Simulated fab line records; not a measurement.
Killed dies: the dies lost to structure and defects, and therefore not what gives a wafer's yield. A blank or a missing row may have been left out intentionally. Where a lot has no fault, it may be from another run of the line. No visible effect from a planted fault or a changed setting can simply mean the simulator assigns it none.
Matching of chambers | flow n5 finfet | rie diel-05 running N5_GATE_CUT_ETCH_19: 4 sister chambers
The step etches SiNx in CH3F/O2, target depth 53.7 nm, time 76.7 s. 4 wafers are shown with their chamber, then 8 later ones without.

WAFERS PAIRED WITH THEIR CHAMBERS
wafer  | chamber | showerhead plenum p Torr (Torr)
L088.5 | 0       | 2.03
L089.5 | 2       | 2.06
L089.6 | 3       | 2.12
L095.1 | 1       | 2.07

WAFERS MISSING THEIR CHAMBER
wafer  | showerhead plenum p Torr (Torr)
L095.2 | 2.06
L095.3 | 2.11
L095.4 | 2.02
L095.5 | 2.11
L095.6 | 2.06
L096.1 | 2.06
L096.5 | 2.02
L096.6 | 2.07

EACH ONE'S CHAMBER
wafer  | from the rows above     | in truth
L095.2 | can't be placed: 2 or 1 | 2
L095.3 | 3                       | 3
L095.4 | 0                       | 0
L095.5 | 3                       | 3
L095.6 | can't be placed: 2 or 1 | 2
L096.1 | can't be placed: 2 or 1 | 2
L096.5 | 0                       | 0
L096.6 | can't be placed: 1 or 2 | 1
4 of 8 placed correctly. Cannot be placed on the basis of these rows: 4; the candidates contain the true chamber in 4. Number placed wrongly: 0.
How it was worked out, from the rows above alone: a wafer's distance from a chamber is the root of the sum, over the readings, of the square of ((its reading less the chamber's mean) divided by the reading's scatter). If the next closest chamber is less than 2 further off than the closest, the wafer can't be placed; otherwise it belongs to the closest. A chamber's mean is the mean of its shown wafers. The scatter: root of mean squared gap, hidden wafer to nearest shown wafer, with one shown wafer a chamber.
